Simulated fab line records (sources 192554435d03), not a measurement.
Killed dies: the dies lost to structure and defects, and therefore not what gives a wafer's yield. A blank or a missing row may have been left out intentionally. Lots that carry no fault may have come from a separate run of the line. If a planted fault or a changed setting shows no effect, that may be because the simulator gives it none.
Which tool was responsible? ; flow n5-finfet ; Sampling: 10 lots, 29 wafers, 5 of 1938 route steps

WHAT THE GAUGES SHOWED, per wafer
Not one reading of a measure or inspect step in the record can be checked against a usual standard deviation.

WHAT TOOL EACH LOT RAN ON (gives the tool, then ch and the chambers of the sampled wafers, and finally the start)
lot;N5_BEOL_M13_DEP_53;N5_BEOL_M14_DESCUM_15;N5_BEOL_M14_ETCH_59;N5_BEOL_M14_STRIP_64;N5_PASSIVATION_PROBE_49
L929;pecvd-04 ch 1,2, day 10 22:19;rie-diel-02 ch 1,2,3, day 10 23:10;rie-diel-02 ch 1,2,3, day 10 23:12;rie-diel-02 ch 1,2,3, no start;-
L930;pecvd-02 ch 0,1,2, day 11 16:13;rie-diel-04 ch 0,2, day 11 17:12;rie-diel-04 ch 0,2, day 11 17:14;rie-diel-04 ch 0,2, no start;-
L933;pecvd-01 ch 0,1, day 11 23:17;rie-diel-04 ch 2,3, day 12 00:08;rie-diel-04 ch 2,3, day 12 00:10;rie-diel-04 ch 2,3, no start;-
L941;pecvd-02 ch 1,2, day 14 17:43;rie-diel-04 ch 0,3, day 14 19:09;rie-diel-04 ch 0,3, day 14 19:12;rie-diel-04 ch 0,3, day 15 20:16 or earlier;prober-02, day 15 20:16
L947;pecvd-04 ch 0,1,2, day 15 13:55;rie-diel-06 ch 0,1,3, day 15 15:04;rie-diel-06 ch 0,1,3, day 15 15:06;rie-diel-06 ch 0,1,3, no start;-
L946;pecvd-02 ch 0,1,2, day 15 14:08;rie-diel-02 ch 0,3, day 15 15:13;rie-diel-02 ch 0,3, day 15 15:15;rie-diel-02 ch 0,3, no start;-
L952;pecvd-04 ch 0,1, day 16 17:50;rie-diel-06 ch 0,2,3, day 16 18:40;rie-diel-06 ch 0,2,3, day 16 18:42;rie-diel-06 ch 0,2,3, no start;-
L950;pecvd-01 ch 0,1,2, day 16 21:26;rie-diel-06 ch 0,1,3, day 16 22:10;rie-diel-06 ch 0,1,3, day 16 22:12;rie-diel-06 ch 0,1,3, no start;-
L949;pecvd-01 ch 0,1, day 16 21:52;rie-diel-02 ch 0,3, day 16 22:35;rie-diel-02 ch 0,3, day 16 22:37;rie-diel-02 ch 0,3, no start;-
L951;pecvd-04 ch 1,2, day 16 22:08;rie-diel-02 ch 0,1,3, day 16 23:04;rie-diel-02 ch 0,1,3, day 16 23:05;rie-diel-02 ch 0,1,3, no start;-
- N5_BEOL_M13_DEP_53: deposits SiCN from 3MS/NH3, target thk 50 nm, time 17.8 s.
- N5_BEOL_M14_DESCUM_15: chemistry O2, time 7.9 s.
- N5_BEOL_M14_ETCH_59: etches BARC in N2/H2, target depth 89 nm, overetch 26.7 nm, time 67.9 s.
- N5_BEOL_M14_STRIP_64: strips in O2.
- N5_PASSIVATION_PROBE_49

AS READ BY THE TOOLS THEMSELVES (means over the sampled wafers that have a number; for cases with no such wafer, the mark the record gives instead)
N5_BEOL_M13_DEP_53. Usual: showerhead-plenum-p-Torr 4.17 Torr, standard deviation 0.031; throttle-valve-pct 18.0 %, standard deviation 1.2.
lot;tool;showerhead-plenum-p-Torr (Torr);throttle-valve-pct (%);flag
L929;pecvd-04;4.16;18.0;
L930;pecvd-02;4.16;18.1;
L933;pecvd-01;4.19;19.0;
L941;pecvd-02;4.17;18.8;
L947;pecvd-04;4.16;17.7;
L946;pecvd-02;4.17;18.2;
L952;pecvd-04;4.16;17.5;
L950;pecvd-01;4.16;18.0;
L949;pecvd-01;4.19;18.7;
L951;pecvd-04;4.17;18.2;

N5_BEOL_M14_DESCUM_15. Usual: bias-power-w 20.00 W, standard deviation 0.059; drypump-motor-current-A 5.6 A, standard deviation 0.41; oes-product-au 0.80 a.u., standard deviation 0.095; rf-vpp-V 242.7 V, standard deviation 1.4; showerhead-plenum-p-Torr 2.06 Torr, standard deviation 0.076; throttle-valve-pct 20.45 %, standard deviation 0.2.
lot;tool;bias-power-w (W);drypump-motor-current-A (A);oes-product-au (a.u.);rf-vpp-V (V);showerhead-plenum-p-Torr (Torr);throttle-valve-pct (%);flag
L929;rie-diel-02;19.97;5.2;0.75;242.9;2.05;20.39;
L930;rie-diel-04;20.03;6.0;0.69;243.3;2.09;20.50;
L933;rie-diel-04;20.03;5.7;0.73;241.5;2.03;20.54;
L941;rie-diel-04;20.02;5.8;0.84;242.8;2.09;20.47;
L947;rie-diel-06;19.97;5.8;0.82;241.8;2.01;20.36;
L946;rie-diel-02;20.03;5.7;0.87;243.6;2.10;20.40;
L952;rie-diel-06;19.99;5.6;0.78;242.0;2.03;20.47;
L950;rie-diel-06;20.05;5.8;0.81;242.8;2.01;20.38;
L949;rie-diel-02;19.98;5.7;0.86;243.2;2.09;20.41;
L951;rie-diel-02;20.00;5.6;0.86;243.5;2.12;20.31;

N5_BEOL_M14_ETCH_59. Usual: bias-w 150.0 W, standard deviation 0.5; drypump-motor-current-A 5.6 A, standard deviation 0.4; n2-flow-sccm 200.1 sccm, standard deviation 0.57; oes-product-au 0.68 a.u., standard deviation 0.079; rf-vpp-V 523.0 V, standard deviation 2.4; run-length-s 91.4 s, standard deviation 0.34; showerhead-plenum-p-Torr 2.51 Torr, standard deviation 0.087; throttle-valve-pct 17.9 %, standard deviation 0.35.
lot;tool;bias-w (W);drypump-motor-current-A (A);n2-flow-sccm (sccm);oes-product-au (a.u.);rf-vpp-V (V);run-length-s (s);showerhead-plenum-p-Torr (Torr);throttle-valve-pct (%);flag
L929;rie-diel-02;149.7;5.2;199.6;0.65;523.4;91.3;2.51;17.9;
L930;rie-diel-04;150.4;6.0;199.9;0.59;524.2;91.4;2.53;17.9;
L933;rie-diel-04;149.5;5.7;199.6;0.63;522.3;91.4;2.43;17.6;
L941;rie-diel-04;149.0;5.8;199.8;0.74;523.2;88.3;2.50;17.6;OFF
L947;rie-diel-06;149.6;5.8;200.4;0.70;521.7;91.3;2.47;17.9;
L946;rie-diel-02;150.0;5.7;200.0;0.74;524.1;91.5;2.55;17.8;
L952;rie-diel-06;149.9;5.6;200.1;0.66;522.4;91.6;2.49;18.1;
L950;rie-diel-06;149.6;5.8;200.1;0.69;521.7;91.3;2.46;17.9;
L949;rie-diel-02;149.7;5.7;200.4;0.72;523.7;91.3;2.55;17.8;
L951;rie-diel-02;149.6;5.6;199.6;0.74;524.9;91.3;2.59;17.8;

N5_BEOL_M14_STRIP_64. Usual: drypump-motor-current-A 5.5 A, standard deviation 0.41; oes-product-au 0.80 a.u., standard deviation 0.096; rf-vpp-V 3.6 V, standard deviation 0.49; showerhead-plenum-p-Torr 2.06 Torr, standard deviation 0.076; throttle-valve-pct 16.69 %, standard deviation 0.22.
lot;tool;drypump-motor-current-A (A);oes-product-au (a.u.);rf-vpp-V (V);showerhead-plenum-p-Torr (Torr);throttle-valve-pct (%);flag
L929;rie-diel-02;5.2;0.76;4.0;2.06;16.68;
L930;rie-diel-04;6.0;0.70;4.1;2.10;16.80;
L933;rie-diel-04;5.7;0.73;4.0;2.04;16.81;
L941;rie-diel-04;5.8;0.83;3.9;2.09;16.68;
L947;rie-diel-06;5.8;0.83;3.7;2.02;16.61;
L946;rie-diel-02;5.7;0.88;3.7;2.10;16.55;
L952;rie-diel-06;5.6;0.77;4.1;2.03;16.72;
L950;rie-diel-06;5.8;0.81;3.6;2.01;16.64;
L949;rie-diel-02;5.7;0.85;3.5;2.10;16.59;
L951;rie-diel-02;5.6;0.86;3.7;2.13;16.51;

N5_PASSIVATION_PROBE_49. Usual: defect-limited-yield 91.3 %, standard deviation 1.5; killed_at_M0_to_M3 35, standard deviation 8.7; killed_at_M4_up 14, standard deviation 5.5; killed-at-contacts 11, standard deviation 5.6; killed-at-front-end 39, standard deviation 13; killed-at-other 3.7, standard deviation 2.2; killed-dies 103, standard deviation 18; killed-open 69, standard deviation 14; killed-short 33, standard deviation 7.8; sort_bin_5_function 5.1 %, standard deviation 0.99; sort_bin_6_memory 3.3 %, standard deviation 0.67; sort_bin_8_speed 0.02 %, standard deviation 0.17; sort-n-pass 1077, standard deviation 18; sort-yield-pct 91.2 %, standard deviation 1.5.
lot;tool;defect-limited-yield (%);killed_at_M0_to_M3;killed_at_M4_up;killed-at-contacts;killed-at-front-end;killed-at-other;killed-dies;killed-open;killed-short;sort_bin_5_function (%);sort_bin_6_memory (%);sort_bin_8_speed (%);sort-n-pass;sort-yield-pct (%);flag
L941;prober-02;89.2;32;20;16;56;5.0;128;88;40;6.5;4.0;0.00;1052;89.2;

THE ANSWER, worked out from the rows above alone
Rule: a lot is off if the mean of its wafers that have a number lies more than 3 standard deviations from the usual mean. Also off: a lot with no number at a reading for which 4 or more lots have one. All remaining lots with rows at the step are treated as sound. The gauges are gone through in route order, then the tools' own readings, and for those a lot's mean is taken as printed above. At the first step where some lot is off, the reading lying furthest off is the one used; lots without a number count as furthest.
Off: L941 (N5_BEOL_M14_ETCH_59, run-length-s).
A tool fits if, at that step or a process step before it, it ran every lot that is off, and no sound lot after the first of them. One candidate fits, namely rie-diel-04 at N5_BEOL_M14_DESCUM_15 and N5_BEOL_M14_ETCH_59. At N5_BEOL_M14_DESCUM_15 its last sound lot is L933 (day 12 00:08), its first lot that is off L941 (day 14 19:09): a fault that began between those two fits.

WHAT THE SIMULATOR PUT IN
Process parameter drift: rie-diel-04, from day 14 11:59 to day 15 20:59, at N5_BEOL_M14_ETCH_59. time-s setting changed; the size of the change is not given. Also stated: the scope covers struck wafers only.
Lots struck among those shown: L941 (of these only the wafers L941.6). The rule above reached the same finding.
